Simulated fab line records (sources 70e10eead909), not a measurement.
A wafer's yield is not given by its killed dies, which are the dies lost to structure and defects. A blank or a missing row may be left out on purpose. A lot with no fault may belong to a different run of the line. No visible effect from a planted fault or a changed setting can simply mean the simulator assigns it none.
fab line records	flow nandHarc
record lots=6	wafers=18	lastDay=34
route steps=1302 shown A_STAIRCASE@784 END@1302
lots that met no fault: taken from a fault-free run of the same line
startH: start of the lot's first displayed wafer, in hours after the record's first day	waitH: hours since the lot's step before	" as in the row above	L1.1+2: a single row standing in for several wafers	- value missing, or start not given	* or withheld: withheld	< > ~ a bound
route shown NAME@n: NAME is a module with steps in the file, n the number in the route of the first one	usual: mean/standard deviation of fault-free wafers	same: alike in all rows	chamber/n: place in a boat	sites: readings site by site	_std_site: standard deviation across them	_edge_site: the outer-site mean with the inner-site mean subtracted	radiusMm: how far each site lies from the wafer's centre	mask NAME#n: copy n	behind: the last tool/chamber to shape the wafer	hold: why the lot went on hold/how many hours it stayed there/how the hold came to an end	device: which transistor (n, p or np) failed to switch	end of line: at the end of the route, the tests of the same wafers	step lacking rows: just its recipe	killed: not the wafer's yield, but the dies lost to structure and defects at the first sort	map: a wafer's dies, marking killed ones x, the rest . and places with no die _
set.NAME: the run value of the setting; set.NAME@STEP: its run value at that earlier step	model.NAME: the simulator's own value behind a step, which no gauge read
lots at selected steps of the route; one table per step, one row per wafer
services: from which hour (startH, from the record's first day; less than 0 if before it) a tool's chamber was out of use, for how many hours, and why
## steps
# step NHARC_A_STAIRCASE_DESCUM_270
# recipe timeS=3	o2FlowSccm=200	arFlowSccm=0	biasPowerW=0	chemistry=O2
# usual drypumpMotorCurrentA=5.9/0.36	o2FlowSccm=200.0/0.64	oesProductAu=1.003/0.0098	rfVppV=57.7/0.93	showerheadPlenumPTorr=1.94/0.11	throttleValvePct=11.312/0.0095
# same biasPowerW=0
lot.wafer	tool	chamber	startH	waitH	drypumpMotorCurrentA	o2FlowSccm	oesProductAu	rfHoursCounterH	rfVppV	showerheadPlenumPTorr	throttleValvePct
L385.2	rieDiel-13	3	393.46	-	5.9	200.3	1.000	8	57.6	1.79	11.326
L385.1	"	0	"	"	5.6	199.6	1.007	17	57.3	1.80	11.317
L385.6	"	2	"	"	5.8	200.7	0.990	-	57.3	2.05	11.303
L390.3	rieDiel-13	3	422.91	-	5.9	200.3	1.008	17	58.4	1.78	11.315
L390.5	"	3	"	"	5.9	199.1	0.999	-	55.2	1.78	11.293
L390.6	"	0	"	"	5.6	201.0	0.997	-	57.9	1.80	11.305
L396.3	rieDiel-05	3	514.22	-	6.0	200.4	1.010	36	57.3	1.88	11.327
L396.1	"	0	"	"	5.6	200.0	1.012	31	57.5	2.07	11.310
L396.4	"	1	"	"	6.2	201.2	0.980	31	58.3	2.05	11.322
L397.1	rieDiel-13	2	514.77	-	5.7	199.4	1.008	54	57.0	2.04	11.321
L397.4	"	0	"	"	5.6	199.4	1.005	55	55.6	1.79	11.314
L397.6	"	1	"	"	6.6	200.2	1.010	-	56.8	2.02	11.307
L401.2	rieDiel-08	2	561.55	-	6.0	200.5	0.998	2	58.8	2.06	11.313
L401.5	"	0	"	"	5.9	199.5	1.009	-	56.7	1.86	11.324
L401.6	"	1	"	"	6.3	199.8	0.997	-	57.8	2.04	11.314
L406.1	rieDiel-13	2	607.76	-	5.8	200.1	0.994	28	56.8	2.03	11.308
L406.2	"	3	"	"	5.9	200.5	0.997	26	57.7	1.77	11.302
L406.5	"	2	"	"	5.7	200.3	0.985	-	58.8	2.03	11.323
# step NHARC_A_STAIRCASE_ETCH_271
# recipe cf4FlowSccm=100	chf3FlowSccm=30	arFlowSccm=0	rfW=500	biasW=200	chemistry=CF4/CHF3
# usual drypumpMotorCurrentA=5.9/0.36	oesProductAu=0.953/0.024	rfVppV=371.4/2.9	showerheadPlenumPTorr=1.59/0.086	throttleValvePct=16.802/0.0093
lot.wafer	tool	chamber	startH	waitH	drypumpMotorCurrentA	oesProductAu	rfHoursCounterH	rfVppV	showerheadPlenumPTorr	throttleValvePct
L385.1	rieDiel-13	1	393.55	0.1	6.6	1.007	16	375.2	1.67	16.801
L385.2	"	2	"	"	5.7	0.961	16	373.5	1.68	16.774
L385.6	"	0	"	"	5.6	0.976	-	367.4	1.49	16.800
L390.3	rieDiel-13	3	423.02	0.1	5.9	0.963	17	366.1	1.47	16.808
L390.6	"	1	"	"	6.6	0.983	-	375.6	1.66	16.810
L390.5	"	2	"	"	5.7	0.982	-	373.2	1.68	16.795
L397.1	rieDiel-13	0	514.86	0.1	5.6	0.936	55	368.3	1.48	16.794
L397.4	"	2	"	"	5.7	0.943	54	375.0	1.67	16.801
L397.6	"	0	"	"	5.6	0.931	-	368.0	1.48	16.808
L396.4	rieDiel-05	1	514.87	0.6	6.2	0.901	31	373.8	1.68	16.793
L396.1	"	2	"	"	5.8	0.933	36	369.8	1.53	16.800
L396.3	"	3	"	"	6.0	0.926	36	369.3	1.55	16.800
L401.2	rieDiel-08	3	561.63	0.1	5.2	0.983	1	369.0	1.57	16.788
L401.6	"	2	"	"	5.9	0.986	-	374.4	1.69	16.790
L401.5	"	3	"	"	5.2	0.980	-	370.0	1.57	16.799
L406.2	rieDiel-13	3	607.84	0.1	5.9	0.912	26	368.7	1.46	16.786
L406.1	"	1	"	"	6.6	0.929	28	373.7	1.65	16.808
L406.5	"	3	"	"	5.9	0.920	-	366.3	1.46	16.797
# step NHARC_A_STAIRCASE_HM_OPEN_457
# recipe o2FlowSccm=400	cosFlowSccm=20	arFlowSccm=0	rfW=500	biasW=300	chemistry=O2/COS
# step NHARC_A_STAIRCASE_STRIP_458
# recipe o2FlowSccm=400	cosFlowSccm=20	arFlowSccm=0	biasW=0	chemistry=O2/COS
# step NHARC_A_STAIRCASE_ETCH_451
# recipe targetDepthA=300	overetchA=30	timeS=16.5	ionEnergyEv=100	cf4FlowSccm=80	o2FlowSccm=20	arFlowSccm=0	rfW=300	biasW=100	chemistry=CF4/O2
# step NHARC_A_STAIRCASE_ETCH_273
# recipe targetDepthA=1.02e+05	timeS=2468.6	ionEnergyEv=800	c4f8FlowSccm=80	o2FlowSccm=60	arFlowSccm=withheld	rfW=600	biasW=3000	chemistry=C4F8/O2/Ar
# usual oesProductAu=0.938/0.013	rfVppV=1829/14
lot.wafer	tool	chamber	startH	waitH	oesProductAu	rfHoursCounterH	rfVppV
L385.2	rieDiel-13	1	-	-	0.964	16	1843
L385.1	"	2	"	"	0.937	16	1846
L385.6	"	2	"	"	0.953	-	1844
L390.3	rieDiel-13	3	-	-	0.929	18	1810
L390.6	"	3	"	"	0.921	-	1810
L390.5	"	0	"	"	0.927	-	1812
L396.1	rieDiel-05	3	-	-	0.934	36	1824
L396.3	"	0	"	"	0.934	31	1847
L396.4	"	1	"	"	0.916	32	1844
L397.4	rieDiel-13	3	-	-	0.936	46	1810
L397.1	"	0	"	"	0.920	56	1810
L397.6	"	3	"	"	0.938	-	1808
L401.2	rieDiel-08	1	-	-	0.952	2	1842
L401.6	"	0	"	"	0.962	-	1820
L401.5	"	1	"	"	0.944	-	1844
L406.1	rieDiel-13	3	-	-	0.932	27	1806
L406.2	"	1	"	"	0.941	29	1839
L406.5	"	2	"	"	0.932	-	1842
# step NHARC_A_STAIRCASE_STRIP_274
# recipe o2FlowSccm=500	arFlowSccm=0	biasW=0	chemistry=O2
# usual drypumpMotorCurrentA=5.9/0.37	o2FlowSccm=499.9/1.4	oesProductAu=1.000/0.011	rfVppV=57.9/1.1	showerheadPlenumPTorr=3.56/0.19	throttleValvePct=17.037/0.009
lot.wafer	tool	chamber	startH	waitH	drypumpMotorCurrentA	o2FlowSccm	oesProductAu	rfHoursCounterH	rfVppV	showerheadPlenumPTorr	throttleValvePct
L385.1	rieDiel-13	0	-	-	5.6	500.1	0.995	18	58.4	3.34	17.027
L385.2	"	1	"	"	6.6	501.5	1.027	17	58.2	3.74	17.032
L385.6	"	0	"	"	5.6	499.5	1.011	-	58.6	3.34	17.050
L390.3	rieDiel-13	0	-	-	5.6	497.6	1.001	30	57.0	3.33	17.034
L390.5	"	0	"	"	5.6	498.4	0.993	-	55.7	3.33	17.024
L390.6	"	1	"	"	6.6	497.8	1.020	-	57.8	3.73	17.027
L396.4	rieDiel-05	1	-	-	6.2	500.4	0.983	32	59.0	3.76	17.034
L396.3	"	2	"	"	5.8	502.4	1.011	38	58.4	3.42	17.039
L396.1	"	0	"	"	5.6	500.5	1.017	32	58.0	3.79	17.035
L397.1	rieDiel-13	0	-	-	5.6	502.8	0.995	56	55.5	3.32	17.033
L397.4	"	3	"	"	5.9	500.7	0.993	47	57.8	3.29	17.037
L397.6	"	1	"	"	6.6	498.6	1.014	-	58.1	3.72	17.046
L401.2	rieDiel-08	0	-	-	5.9	500.7	1.005	3	57.1	3.44	17.033
L401.6	"	3	"	"	5.2	498.6	1.006	-	57.2	3.51	17.048
L401.5	"	0	"	"	5.9	498.5	1.007	-	60.2	3.44	17.039
L406.1	rieDiel-13	3	-	-	5.9	500.2	0.998	28	57.1	3.28	17.028
L406.2	"	2	"	"	5.7	500.9	0.997	30	59.0	3.73	17.051
L406.5	"	3	"	"	5.9	500.9	1.000	-	55.2	3.28	17.053
# step NHARC_A_STAIRCASE_STRIP_275
# recipe timeS=900	tempC=130	chemistry=SPM
# step NHARC_A_STAIRCASE_PRECLEAN_276
# recipe timeS=*	tempC=50	bathAgeMin=0	chemistry=SC1
# step NHARC_A_STAIRCASE_SRD_277
# step NHARC_A_STAIRCASE_HM_DEP_459
# recipe targetThkA=15000	tempC=400	material=aC
# usual susceptorTempC=400.07/0.2	throttleValvePct=35.000/0.0093
lot.wafer	tool	chamber	startH	waitH	susceptorTempC	throttleValvePct
L385.1	aclDep-03	0	396.46	0.1	400.08	34.994
L385.2	"	0	"	"	400.26	35.008
L385.6	"	0	398.01	1.6	400.38	34.985
L390.3	aclDep-03	0	427.01	0.9	400.37	34.995
L390.5	"	0	"	"	400.18	34.999
L390.6	"	0	"	"	399.85	34.987
L396.1	aclDep-03	0	518.23	0.5	-	35.007
L396.3	"	0	"	"	-	34.992
L396.4	"	0	"	"	-	35.012
L397.1	aclDep-02	0	518.90	1.1	-	35.018
L397.4	"	0	"	"	-	34.996
L397.6	"	0	"	"	-	34.988
L401.2	aclDep-01	0	565.28	0.8	-	35.006
L401.5	"	0	"	"	-	34.990
L401.6	"	0	"	"	-	35.005
L406.1	aclDep-03	0	610.82	0.1	399.91	34.995
L406.2	"	0	"	"	399.83	35.001
L406.5	"	0	"	"	399.62	35.010
# step NHARC_A_STAIRCASE_DEP_280
# recipe targetThkA=300	targetThkNm=30	tempC=400	pressureTorr=3.5	flowSccm=200	rfW=350	material=SiON
# usual chamberPressureTorr=3.501/0.0082	heaterPowerOuterW=466/56	heaterPowerW=784/77
lot.wafer	tool	chamber	startH	waitH	chamberPressureTorr	heaterPowerOuterW	heaterPowerW
L385.1	pecvd-01	0	398.34	1.6	3.502	576	909
L385.2	"	1	"	"	3.496	462	681
L385.6	"	0	"	"	3.492	578	903
L390.3	pecvd-03	2	428.29	1.0	3.501	448	797
L390.6	"	2	"	"	3.497	451	834
L390.5	"	0	"	"	3.500	499	827
L396.3	pecvd-03	2	520.09	1.0	-	-	-
L396.1	"	0	"	"	-	-	-
L396.4	"	0	"	"	-	-	-
L397.1	pecvd-01	1	520.75	1.5	-	-	-
L397.6	"	2	"	"	-	-	-
L397.4	"	0	"	"	-	-	-
L401.2	pecvd-02	2	566.84	1.3	3.483	491	817
L401.5	"	1	"	"	3.505	411	678
L401.6	"	0	"	"	3.498	516	839
L406.1	pecvd-01	2	612.69	1.6	3.509	405	745
L406.2	"	0	"	"	3.504	542	890
L406.5	"	2	"	"	3.491	406	778
# step NHARC_A_STAIRCASE_DEHYDRATE_281
# recipe tempC=150	timeS=120
# step NHARC_END_SORT_01
# recipe tempC=25
# usual killedAtArray=49/19	killedAtOther=0.9/1.1	killedAtPeriphery=4.0/2.7	killedDies=54/19	killedOpen=3.3/1.8	killedShort=2.6/1.6
# same grossDies=677
lot.wafer	tool	chamber	startH	waitH	killedAtArray	killedAtOther	killedAtPeriphery	killedDies	killedOpen	killedShort
L396.1	prober-02	0	714.74	2.5	674	1	2	677	3	4
L396.3	prober-02	0	716.35	3.1	673	2	2	677	3	2
L396.4	prober-02	0	717.16	3.4	675	2	0	677	0	4
L397.1	prober-01	0	722.58	2.5	673	1	3	677	4	1
L397.4	prober-01	0	724.97	3.4	676	0	1	677	3	2
L397.6	prober-01	0	726.57	4.0	672	3	2	677	2	1
L406.1	prober-01	0	804.21	2.5	39	2	3	44	7	1
L406.2	prober-01	0	805.02	2.8	57	3	1	61	3	3
L406.5	prober-01	0	807.44	3.7	33	2	2	37	3	4
# killed by level:class
L396.1 A_STAIRCASE:areaDep=614 A_CHANNEL_HOLE_D1:chamberFilmFlake=19 A_SLIT:chamberFilmFlake=17 A_CHANNEL_HOLE_D2:chamberFilmFlake=12 A_CHANNEL_FILL_D1:geometricParticle:open=1 A_CHANNEL_FILL_D1:geometricParticle:short=1 A_CHANNEL_FILL_D2:geometricParticle:open=1 A_CHANNEL_FILL_D2:geometricParticle:short=1
L396.3 A_STAIRCASE:areaDep=617 A_CHANNEL_HOLE_D1:chamberFilmFlake=28 A_SLIT:chamberFilmFlake=15 A_CHANNEL_HOLE_D2:chamberFilmFlake=5 A_BLC:geometricParticle:open=2 THIN_TSV:chamberFilmFlake=2 P_M0:geometricParticle:open=1 A_CHANNEL_HOLE_D1:geometricParticle:short=1
L396.4 A_STAIRCASE:areaDep=603 A_SLIT:chamberFilmFlake=31 A_CHANNEL_HOLE_D1:chamberFilmFlake=19 A_CHANNEL_HOLE_D2:chamberFilmFlake=16 A_ONON_D1:geometricParticle:short=2 THIN_TSV:chamberFilmFlake=2 A_SOURCE_PLATE:geometricParticle:short=1 A_SGD_CUT:geometricParticle:short=1
L397.1 A_STAIRCASE:areaDep=617 A_CHANNEL_HOLE_D1:chamberFilmFlake=24 A_SLIT:chamberFilmFlake=22 P_CONTACT:geometricParticle:open=2 A_CHANNEL_FILL_D2:chamberFilmFlake=2 A_CONTACT:chamberFilmFlake=2 P_GATE:geometricParticle:open=1 A_CHANNEL_FILL_D1:geometricParticle:open=1
L397.4 A_STAIRCASE:areaDep=615 A_SLIT:chamberFilmFlake=26 A_CHANNEL_HOLE_D1:chamberFilmFlake=24 A_CHANNEL_HOLE_D2:chamberFilmFlake=2 A_STAIRCASE:chamberFilmFlake=2 A_CONTACT:chamberFilmFlake=2 P_STI:geometricParticle:open=1 A_ONON_D2:geometricParticle:short=1
L397.6 A_STAIRCASE:areaDep=614 A_CHANNEL_HOLE_D1:chamberFilmFlake=28 A_SLIT:chamberFilmFlake=17 A_CHANNEL_HOLE_D2:chamberFilmFlake=6 THIN_TSV:chamberFilmFlake=3 A_CONTACT:chamberFilmFlake=2 A_M0:chamberFilmFlake=2 P_CONTACT:geometricParticle:open=1
L406.1 A_SLIT:chamberFilmFlake=22 A_CONTACT:chamberFilmFlake=8 A_ONON_D1:geometricParticle:open=2 A_CHANNEL_FILL_D1:geometricParticle:open=2 A_M0:geometricParticle:open=2 A_CHANNEL_HOLE_D2:chamberFilmFlake=2 THIN_TSV:chamberFilmFlake=2 P_GATE:geometricParticle:short=1
L406.2 A_SLIT:chamberFilmFlake=38 A_CONTACT:chamberFilmFlake=7 A_WL_FILL:chamberFilmFlake=3 THIN_TSV:chamberFilmFlake=3 A_ONON_D1:geometricParticle:open=2 A_CHANNEL_HOLE_D1:geometricParticle:short=1 A_CHANNEL_FILL_D1:geometricParticle:open=1 A_DECK1_JOINT:geometricParticle:short=1
L406.5 A_SLIT:chamberFilmFlake=16 A_CONTACT:chamberFilmFlake=8 A_CHANNEL_HOLE_D2:chamberFilmFlake=2 THIN_TSV:chamberFilmFlake=2 P_M1:geometricParticle:open=1 A_ONON_D1:geometricParticle:open=1 A_CHANNEL_FILL_D1:geometricParticle:open=1 A_CHANNEL_FILL_D1:geometricParticle:short=1
# map L396.1 (x killed, . not)
____________x____________
_________xxxxxxx_________
_______xxxxxxxxxxx_______
______xxxxxxxxxxxxx______
_____xxxxxxxxxxxxxxx_____
____xxxxxxxxxxxxxxxxx____
____xxxxxxxxxxxxxxxxx____
___xxxxxxxxxxxxxxxxxxx___
___xxxxxxxxxxxxxxxxxxx___
__xxxxxxxxxxxxxxxxxxxxx__
__xxxxxxxxxxxxxxxxxxxxx__
_xxxxxxxxxxxxxxxxxxxxxxx_
_xxxxxxxxxxxxxxxxxxxxxxx_
_xxxxxxxxxxxxxxxxxxxxxxx_
_xxxxxxxxxxxxxxxxxxxxxxx_
_xxxxxxxxxxxxxxxxxxxxxxx_
xxxxxxxxxxxxxxxxxxxxxxxxx
xxxxxxxxxxxxxxxxxxxxxxxxx
xxxxxxxxxxxxxxxxxxxxxxxxx
xxxxxxxxxxxxxxxxxxxxxxxxx
xxxxxxxxxxxxxxxxxxxxxxxxx
_xxxxxxxxxxxxxxxxxxxxxxx_
_xxxxxxxxxxxxxxxxxxxxxxx_
_xxxxxxxxxxxxxxxxxxxxxxx_
_xxxxxxxxxxxxxxxxxxxxxxx_
_xxxxxxxxxxxxxxxxxxxxxxx_
__xxxxxxxxxxxxxxxxxxxxx__
__xxxxxxxxxxxxxxxxxxxxx__
___xxxxxxxxxxxxxxxxxxx___
___xxxxxxxxxxxxxxxxxxx___
____xxxxxxxxxxxxxxxxx____
____xxxxxxxxxxxxxxxxx____
_____xxxxxxxxxxxxxxx_____
______xxxxxxxxxxxxx______
_______xxxxxxxxxxx_______
_________xxxxxxx_________
____________x____________
# map L397.1 (x killed, . not)
____________x____________
_________xxxxxxx_________
_______xxxxxxxxxxx_______
______xxxxxxxxxxxxx______
_____xxxxxxxxxxxxxxx_____
____xxxxxxxxxxxxxxxxx____
____xxxxxxxxxxxxxxxxx____
___xxxxxxxxxxxxxxxxxxx___
___xxxxxxxxxxxxxxxxxxx___
__xxxxxxxxxxxxxxxxxxxxx__
__xxxxxxxxxxxxxxxxxxxxx__
_xxxxxxxxxxxxxxxxxxxxxxx_
_xxxxxxxxxxxxxxxxxxxxxxx_
_xxxxxxxxxxxxxxxxxxxxxxx_
_xxxxxxxxxxxxxxxxxxxxxxx_
_xxxxxxxxxxxxxxxxxxxxxxx_
xxxxxxxxxxxxxxxxxxxxxxxxx
xxxxxxxxxxxxxxxxxxxxxxxxx
xxxxxxxxxxxxxxxxxxxxxxxxx
xxxxxxxxxxxxxxxxxxxxxxxxx
xxxxxxxxxxxxxxxxxxxxxxxxx
_xxxxxxxxxxxxxxxxxxxxxxx_
_xxxxxxxxxxxxxxxxxxxxxxx_
_xxxxxxxxxxxxxxxxxxxxxxx_
_xxxxxxxxxxxxxxxxxxxxxxx_
_xxxxxxxxxxxxxxxxxxxxxxx_
__xxxxxxxxxxxxxxxxxxxxx__
__xxxxxxxxxxxxxxxxxxxxx__
___xxxxxxxxxxxxxxxxxxx___
___xxxxxxxxxxxxxxxxxxx___
____xxxxxxxxxxxxxxxxx____
____xxxxxxxxxxxxxxxxx____
_____xxxxxxxxxxxxxxx_____
______xxxxxxxxxxxxx______
_______xxxxxxxxxxx_______
_________xxxxxxx_________
____________x____________
## services
tool	chamber	startH	hours	kind
aclDep-01	-	370.13	13.0	pm
rieDiel-13	0	375.66	-	clean
rieDiel-13	1	375.66	-	clean
rieDiel-13	2	375.66	-	clean
rieDiel-13	3	375.66	-	clean
pecvd-01	2	395.70	10.7	repair
rieDiel-13	0	400.52	-	clean
rieDiel-05	-	407.60	9.0	pm
pecvd-02	-	408.02	13.0	pm
pecvd-01	-	412.40	1.2	repair
pecvd-03	-	421.32	0.7	repair
aclDep-02	-	427.99	13.0	pm
rieDiel-13	1	446.38	4.5	repair
aclDep-03	-	478.83	13.0	pm
pecvd-01	-	492.00	13.0	pm
rieDiel-13	-	519.20	9.0	pm
pecvd-02	0	533.29	13.3	repair
pecvd-02	2	533.41	11.7	repair
pecvd-03	-	548.00	13.0	pm
aclDep-01	-	551.13	13.0	pm
aclDep-03	-	573.38	2.1	repair
rieDiel-05	-	583.25	28.3	repair
pecvd-02	-	589.02	13.0	pm
aclDep-02	-	609.78	13.0	pm
## key
firstSign step=NHARC_A_STAIRCASE_DEP_280	reading=toolRecord	direction=missing
effect step=NHARC_END_SORT_01	reading=killedAtArray	direction=up	sigmas=33	usual=49	struck=674
moreKillsBornAt NHARC_A_STAIRCASE_DEP_280@pecvd-01=1846	NHARC_A_STAIRCASE_DEP_280@pecvd-03=1834
metAt NHARC_A_STAIRCASE_DEP_280
struckWafers L396.1,L396.3,L396.4,L397.1,L397.4,L397.6
laterRowsLeftOut L396.1,L396.3,L396.4,L397.1,L397.4,L397.6
testerLeftOut L396,L397
onsetBetween 428.29 520.09
fault kind=skippedStepWhole	tool=pecvd-01,pecvd-03	chamber=-	onsetH=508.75	steps=NHARC_A_STAIRCASE_DEP_280	scope=struckLotsOnly
# testerLeftOut: of these lots the tester's yield and bins aren't shown, on N5 and GAA mostly nor the transistor test; their killed dies are dies lost to structure and defects alone, not to doping, threshold or leakage, so they don't give the yield
# laterRowsLeftOut: the simulator's readings of these wafers behind a module that went badly wrong aren't trusted and aren't shown, but for the sort
